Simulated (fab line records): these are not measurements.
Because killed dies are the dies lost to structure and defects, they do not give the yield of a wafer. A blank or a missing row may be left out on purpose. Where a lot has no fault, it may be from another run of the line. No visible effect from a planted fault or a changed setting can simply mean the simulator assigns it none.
Lot-split experiment :: flow n5Finfet :: 21 wafers read across 7 lots, on a route 1938 steps long

## THE SPLIT
At N5_BEOL_M7_COAT_64 (time 60 s, resist thk 12 nm), the setting spinRpm was moved away from the recipe's 1500 rpm on 9 of the 21 wafers read, by -10.5% to +4.1%. The other wafers ran this setting at the recipe's value.

## FROM THE SPLIT TO THE READING: what the file shows between them, 4 steps
- N5_BEOL_M7_COAT_71: time 60 s, resist thk 5 nm
- N5_BEOL_M7_COAT_22: resist thk 30 nm
- N5_BEOL_M7_DESCUM_33: chemistry O2, time 7 s
- N5_BEOL_M7_ETCH_72: etches underlayer in N2/H2, target depth 6.5 nm, time 5.2 s

## THE READING
etch.depthNm (the simulator's own value, which no gauge read), in nm, at N5_BEOL_M7_ETCH_65 (etches SiARC in CF4, target depth 15.6 nm, time 26 s). The file gives no usual value for it. Average 12.03 nm, standard deviation 0.025 nm, over the 12 wafers here run with the recipe.

wafer: L076.3
tool, chamber at the split: lithoTrack-03, 0
spinRpm as run, rpm: 1500
against the recipe: recipe
etch.depthNm, nm: 12
against lot-mates on the recipe: -

wafer: L076.4
tool, chamber at the split: lithoTrack-03, 0
spinRpm as run, rpm: 1500
against the recipe: recipe
etch.depthNm, nm: 12.04
against lot-mates on the recipe: -

wafer: L076.6
tool, chamber at the split: lithoTrack-03, 0
spinRpm as run, rpm: 1500
against the recipe: recipe
etch.depthNm, nm: 12.04
against lot-mates on the recipe: -

wafer: L090.1
tool, chamber at the split: lithoTrack-02, 0
spinRpm as run, rpm: 1500
against the recipe: recipe
etch.depthNm, nm: 12.02
against lot-mates on the recipe: -

wafer: L090.2
tool, chamber at the split: lithoTrack-02, 0
spinRpm as run, rpm: 1500
against the recipe: recipe
etch.depthNm, nm: 12.05
against lot-mates on the recipe: -

wafer: L090.3
tool, chamber at the split: lithoTrack-02, 0
spinRpm as run, rpm: 1500
against the recipe: recipe
etch.depthNm, nm: 12
against lot-mates on the recipe: -

wafer: L092.1
tool, chamber at the split: lithoTrack-03, 0
spinRpm as run, rpm: 1500
against the recipe: recipe
etch.depthNm, nm: 12.03
against lot-mates on the recipe: -

wafer: L092.5
tool, chamber at the split: lithoTrack-03, 0
spinRpm as run, rpm: 1500
against the recipe: recipe
etch.depthNm, nm: 12.02
against lot-mates on the recipe: -

wafer: L092.6
tool, chamber at the split: lithoTrack-03, 0
spinRpm as run, rpm: 1500
against the recipe: recipe
etch.depthNm, nm: 12.06
against lot-mates on the recipe: -

wafer: L094.2
tool, chamber at the split: lithoTrack-03, 0
spinRpm as run, rpm: 1381
against the recipe: -7.9%
etch.depthNm, nm: 12.49
against lot-mates on the recipe: no lot-mate on the recipe

wafer: L094.3
tool, chamber at the split: lithoTrack-03, 0
spinRpm as run, rpm: 1381
against the recipe: -7.9%
etch.depthNm, nm: 12.5
against lot-mates on the recipe: no lot-mate on the recipe

wafer: L094.6
tool, chamber at the split: lithoTrack-03, 0
spinRpm as run, rpm: 1381
against the recipe: -7.9%
etch.depthNm, nm: 12.5
against lot-mates on the recipe: no lot-mate on the recipe

wafer: L091.1
tool, chamber at the split: lithoTrack-03, 0
spinRpm as run, rpm: 1342
against the recipe: -10.5%
etch.depthNm, nm: 12.64
against lot-mates on the recipe: +0.65

wafer: L091.3
tool, chamber at the split: lithoTrack-03, 0
spinRpm as run, rpm: 1500
against the recipe: recipe
etch.depthNm, nm: 11.99
against lot-mates on the recipe: -

wafer: L091.6
tool, chamber at the split: lithoTrack-03, 0
spinRpm as run, rpm: 1342
against the recipe: -10.5%
etch.depthNm, nm: 12.67
against lot-mates on the recipe: +0.68

wafer: L095.4
tool, chamber at the split: lithoTrack-04, 0
spinRpm as run, rpm: 1500
against the recipe: recipe
etch.depthNm, nm: 12.03
against lot-mates on the recipe: -

wafer: L095.5
tool, chamber at the split: lithoTrack-04, 0
spinRpm as run, rpm: 1396
against the recipe: -6.9%
etch.depthNm, nm: 12.47
against lot-mates on the recipe: +0.42

wafer: L095.6
tool, chamber at the split: lithoTrack-04, 0
spinRpm as run, rpm: 1500
against the recipe: recipe
etch.depthNm, nm: 12.08
against lot-mates on the recipe: -

wafer: L096.1
tool, chamber at the split: lithoTrack-03, 0
spinRpm as run, rpm: 1562
against the recipe: +4.1%
etch.depthNm, nm: 11.77
against lot-mates on the recipe: no lot-mate on the recipe

wafer: L096.3
tool, chamber at the split: lithoTrack-03, 0
spinRpm as run, rpm: 1562
against the recipe: +4.1%
etch.depthNm, nm: 11.76
against lot-mates on the recipe: no lot-mate on the recipe

wafer: L096.4
tool, chamber at the split: lithoTrack-03, 0
spinRpm as run, rpm: 1562
against the recipe: +4.1%
etch.depthNm, nm: 11.76
against lot-mates on the recipe: no lot-mate on the recipe

THE FIT
A straight line over all 21 wafers: etch.depthNm changes by -0.0604 nm for each +1% of spinRpm; r = -1.00; the points scatter about the line by 0.023 nm.
The same after taking each lot's own level away (the mean of its wafers on the recipe; 15 wafers): -0.0626 nm for each +1%; r = -1.00; scatter 0.02 nm.
According to that fit, moving spinRpm by its largest amount changes the reading by 0.66 nm.
The lots' own levels span 11.990 to 12.055 nm, that is 2.6 times the standard deviation above.
Consequently the slope shifts little with the lot-to-lot level, the two slopes agreeing.
Check: +0.665 nm against its lot-mates is what the line predicts for one of the wafers moved furthest among these (-10.5%) when that wafer is left out of the fit. It came out at +0.65 nm against them.

## THE OTHER SPLITS THESE WAFERS WENT THROUGH
Other splits were also applied to these wafers ahead of the reading. Each is held against what the fit with the lots' levels taken away leaves over:
other split on the same wafers: N5_BEOL_M4_DESCUM_33 timeS
wafers away from the commonest value: 6
r with etch.depthNm (lot level and that fit taken away): -0.05

other split on the same wafers: N5_BEOL_M4_ETCH_69 cf4FlowSccm
wafers away from the commonest value: 6
r with etch.depthNm (lot level and that fit taken away): +0.07

other split on the same wafers: N5_BEOL_M6_HM_DEP_02 targetThkA
wafers away from the commonest value: 8
r with etch.depthNm (lot level and that fit taken away): -0.02

other split on the same wafers: N5_BEOL_M6_COAT_60 spinRpm
wafers away from the commonest value: 4
r with etch.depthNm (lot level and that fit taken away): +0.37

other split on the same wafers: N5_BEOL_M7_COAT_63 spinRpm
wafers away from the commonest value: 5
r with etch.depthNm (lot level and that fit taken away): -0.01

## THE WHOLE CHAIN: every reading that the file lists as answering this split, in the file's order
step: N5_BEOL_M7_COAT_64
what it does: time 60 s, resist thk 12 nm
reading: SiARC_of_BEOL_M7_COAT_64.thkNm (the simulator's own value, which no gauge read)
change (the file's fit): -0.0572 nm for each +1% of the setting
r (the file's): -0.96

step: N5_BEOL_M7_ETCH_65
what it does: etches SiARC in CF4, target depth 15.6 nm, time 26 s
reading: etch.depthNm (the simulator's own value, which no gauge read)
change (the file's fit): -0.0624 nm for each +1% of the setting
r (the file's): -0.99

## THE FILE'S OWN FIT
etch.depthNm changes by -0.0624 nm for each +1% of spinRpm, r = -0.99.
